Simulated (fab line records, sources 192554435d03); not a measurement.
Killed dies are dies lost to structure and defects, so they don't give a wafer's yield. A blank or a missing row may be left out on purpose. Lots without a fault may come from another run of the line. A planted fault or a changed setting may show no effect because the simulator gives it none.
Split-lot experiment | flow n5_finfet | 7 lots, 21 wafers read, on a route of 1938 steps

THE SPLIT
At N5_BEOL_M14_ETCH_68 (etches SOC in N2/H2, time 450 s), the setting time_s was moved away from the recipe's 450 s on 9 of the 21 wafers read, by -21.1% to +7.8%. The other wafers ran this setting at the recipe's value.

The reading is taken at the split's own step.

THE READING
SiARC_of_BEOL_M14_COAT_66.thk_nm (the simulator's own value, which no gauge read), in nm, at N5_BEOL_M14_ETCH_68 (etches SOC in N2/H2, time 450 s). The file gives no usual value for it. The 12 wafers here that ran the recipe average 64.8 nm, standard deviation 0.52 nm.

wafer  | tool, chamber at the split | time_s as run, s | against the recipe | SiARC_of_BEOL_M14_COAT_66.thk_nm, nm | against lot-mates on the recipe
L077.1 | rie_diel-04, 1             | 485              | +7.8%              | 61.6                                 | -3.0
L077.4 | rie_diel-04, 3             | 450              | recipe             | 64.8                                 | -
L077.6 | rie_diel-04, 0             | 450              | recipe             | 64.4                                 | -
L080.2 | rie_diel-02, 3,2           | 450              | recipe             | 65.4                                 | -
L080.6 | rie_diel-02, 3,2           | 450              | recipe             | 65.4                                 | -
L080.5 | rie_diel-02, 3             | 355              | -21.1%             | 74.4                                 | +9.0
L082.4 | rie_diel-04, 2             | 450              | recipe             | 63.8                                 | -
L082.5 | rie_diel-04, 3             | 366.2            | -18.6%             | 74                                   | +10.2
L082.6 | rie_diel-04, 0             | 366.2            | -18.6%             | 73.2                                 | +9.4
L090.3 | rie_diel-02, 0             | 421.1            | -6.4%              | 67.6                                 | +2.8
L090.5 | rie_diel-02, 0             | 450              | recipe             | 64.8                                 | -
L090.6 | rie_diel-02, 1             | 421.1            | -6.4%              | 68.2                                 | +3.4
L092.1 | rie_diel-04, 0             | 450              | recipe             | 64                                   | -
L092.4 | rie_diel-04, 2             | 363.7            | -19.2%             | 72.8                                 | +8.2
L092.5 | rie_diel-04, 3             | 450              | recipe             | 65.2                                 | -
L089.2 | rie_diel-04, 2             | 484.1            | +7.6%              | 61.4                                 | -3.2
L089.3 | rie_diel-04, 1             | 484.1            | +7.6%              | 61.6                                 | -3.0
L089.5 | rie_diel-04, 0             | 450              | recipe             | 64.6                                 | -
L096.3 | rie_diel-03, 2             | 450              | recipe             | 64.8                                 | -
L096.5 | rie_diel-03, 3             | 450              | recipe             | 65.4                                 | -
L096.6 | rie_diel-03, 0             | 450              | recipe             | 65.2                                 | -
Where a row lists several chambers, the file gives one row for several wafers and doesn't say which wafer went through which chamber.

THE FIT
A straight line over all 21 wafers: SiARC_of_BEOL_M14_COAT_66.thk_nm changes by -0.45 nm for each +1% of time_s; r = -0.99; the points scatter about the line by 0.49 nm.
The same after taking each lot's own level away (the mean of its wafers on the recipe; 21 wafers): -0.461 nm for each +1%; r = -0.99; scatter 0.55 nm.
On that fit, the largest move of time_s shifts the reading by 9.7 nm.
The lots' own levels span 63.80 to 65.40 nm, that is 3.1 times the standard deviation above.
So the lot-to-lot level changes the slope little: the two slopes agree.
Check: with one of the wafers moved furthest among these (-21.1%) left out of the fit, the line predicts +10.2 nm for it against its lot-mates. It came out at +9 nm against them.

OTHER SPLITS ON THESE WAFERS
These wafers also went through other splits before the reading. Each is held against what the fit with the lots' levels taken away leaves over:
other split on the same wafers | wafers away from the commonest value | r with SiARC_of_BEOL_M14_COAT_66.thk_nm (lot level and that fit taken away)
N5_BEOL_M11_EXPOSE_25 dose_mj  | 4                                    | -0.12
N5_BEOL_M13_EXPOSE_07 dose_mj  | 5                                    | +0.27
N5_BEOL_M13_ETCH_68 time_s     | 8                                    | +0.00
N5_BEOL_M13_SPUTTER_43 power_w | 6                                    | -0.33

THE FILE'S OWN FIT
SiARC_of_BEOL_M14_COAT_66.thk_nm changes by -0.452 nm for each +1% of time_s, r = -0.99.
